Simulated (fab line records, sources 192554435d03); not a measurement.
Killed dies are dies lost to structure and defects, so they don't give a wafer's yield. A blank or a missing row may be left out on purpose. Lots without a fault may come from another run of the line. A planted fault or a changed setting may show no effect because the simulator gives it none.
Chamber matching | flow n5_finfet | N5_BEOL_M2_PECVD_72 on pecvd-04: 3 sister chambers
The step deposits SiO2 from TEOS/O2, target thk 16 nm, time 18 s. 14 wafers are shown with their chamber, then 7 later ones without.

WAFERS WITH THEIR CHAMBER
wafer  | chamber | throttle_valve_pct (%) | showerhead_plenum_p_Torr (Torr) | heater_power_w (W)
L083.3 | 0       | 24.9                   | 8.69                            | 974
L083.5 | 0       | 25.2                   | 8.68                            | 984
L083.6 | 1       | 23.3                   | 8.87                            | 828
L085.3 | 0       | 25.1                   | 8.66                            | 798
L085.4 | 2       | 21.8                   | 8.82                            | 763
L085.5 | 0       | 25.0                   | 8.67                            | 827
L086.3 | 2       | 21.9                   | 8.83                            | 815
L086.4 | 2       | 21.8                   | 8.83                            | 799
L086.6 | 1       | 23.5                   | 8.87                            | 882
L089.1 | 0       | 25.0                   | 8.66                            | 889
L089.2 | 2       | 21.9                   | 8.86                            | 690
L089.3 | 1       | 23.3                   | 8.88                            | 772
L092.4 | 0       | 24.9                   | 8.66                            | 949
L092.5 | 2       | 22.0                   | 8.85                            | 790

SIGNATURES (means of the wafers above)
reading                  | chamber 0 | chamber 1 | chamber 2 | scatter within a chamber
throttle_valve_pct       | 25.017    | 23.367    | 21.880    | 0.106
showerhead_plenum_p_Torr | 8.6700    | 8.8733    | 8.8380    | 0.0133
heater_power_w           | 903.50    | 827.33    | 771.40    | 65
Rule: a wafer's distance from a chamber is the root of the sum, over the readings, of the square of ((its reading less the chamber's mean) divided by the reading's scatter). The wafer belongs to the nearest chamber; if the next one is less than 2 further off, it can't be placed. The scatter: the root of (the sum of the squares of (reading less its chamber's mean) over the shown wafers, divided by (wafers less chambers)).

WAFERS WITHOUT THEIR CHAMBER
wafer  | throttle_valve_pct (%) | showerhead_plenum_p_Torr (Torr) | heater_power_w (W)
L092.6 | 23.5                   | 8.85                            | 837
L096.1 | 23.4                   | 8.87                            | 795
L096.3 | 21.7                   | 8.82                            | 795
L096.5 | 21.9                   | 8.84                            | 809
L097.1 | 25.0                   | 8.67                            | 945
L097.2 | 21.8                   | 8.82                            | 812
L097.3 | 23.5                   | 8.88                            | 794

WHICH CHAMBER EACH WENT THROUGH
wafer  | from the rows above | in truth
L092.6 | 1                   | 1
L096.1 | 1                   | 1
L096.3 | 2                   | 2
L096.5 | 2                   | 2
L097.1 | 0                   | 0
L097.2 | 2                   | 2
L097.3 | 1                   | 1
Placed correctly: 7 of 7. Can't be placed from these rows: 0. Placed wrongly: 0.
